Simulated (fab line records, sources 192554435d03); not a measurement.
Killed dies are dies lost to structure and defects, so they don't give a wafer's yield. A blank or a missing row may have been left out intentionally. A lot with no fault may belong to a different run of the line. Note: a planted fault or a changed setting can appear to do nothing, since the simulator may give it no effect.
Matching of chambers    flow n5Finfet    4 sister chambers for N5_BEOL_M2_ETCH_70 on rieDiel-03
The step etches SOC in N2/H2, target depth 80 nm, overetch 24 nm, time 130 s. 16 wafers are shown with their chamber, then 8 later ones without.

== WAFERS WITH THEIR CHAMBER ==
wafer   chamber  showerheadPlenumPTorr (Torr)  drypumpMotorCurrentA (A)  oesProductAu (a.u.)
L075.1  0        2.40                          5.5                       0.50
L075.3  1        2.49                          6.7                       0.70
L075.6  2        2.48                          6.0                       0.65
L081.2  1        2.48                          6.7                       0.67
L081.3  2        2.48                          5.9                       0.64
L081.4  2        2.48                          5.9                       0.65
L082.1  1        2.48                          6.7                       0.66
L082.2  3        2.68                          5.6                       0.61
L082.4  0        2.40                          5.5                       0.50
L085.4  3        2.68                          5.6                       0.60
L085.5  2        2.47                          5.9                       0.63
L085.6  1        2.47                          6.7                       0.66
L086.1  1        2.47                          6.7                       0.65
L086.3  3        2.67                          5.6                       0.59
L086.4  1        2.47                          6.7                       0.65
L093.1  1        2.47                          6.8                       0.64

SIGNATURES, as means of the wafers listed above
reading                chamber 0  chamber 1  chamber 2  chamber 3  scatter within a chamber
showerheadPlenumPTorr  2.4000     2.4757     2.4775     2.6767     0.00654
drypumpMotorCurrentA   5.500      6.714      5.925      5.600      0.0366
oesProductAu           0.5000     0.6614     0.6425     0.6000     0.0152
Rule: for a wafer and a chamber, the distance is found by dividing, reading by reading, the gap between the wafer's reading and the chamber's mean by the reading's scatter, squaring, summing and taking the root. If the next closest chamber is less than 2 further off than the closest, the wafer can't be placed; otherwise it belongs to the closest. The scatter is the square root of a quotient: the sum, over the shown wafers, of each reading's squared deviation from its chamber's mean, divided by wafers minus chambers.

== WAFERS WITH NO CHAMBER GIVEN ==
wafer   showerheadPlenumPTorr (Torr)  drypumpMotorCurrentA (A)  oesProductAu (a.u.)
L093.3  2.67                          5.7                       0.59
L093.4  2.71                          5.5                       0.70
L096.1  2.67                          5.6                       0.58
L096.2  2.46                          6.7                       0.63
L096.5  2.46                          6.7                       0.64
L097.2  2.46                          5.9                       0.61
L097.3  2.46                          6.7                       0.63
L097.6  2.67                          5.6                       0.57

== WHICH CHAMBER EACH ONE RAN IN ==
wafer    from the rows above   in truth
L093.3   3                     3
L093.4   3                     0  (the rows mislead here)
L096.1   3                     3
L096.2   1                     1
L096.5   1                     1
L097.2   2                     2
L097.3   1                     1
L097.6   3                     3
Correct placement for 7 of the 8. Left unplaced by these rows: 0. Wrongly placed: 1.
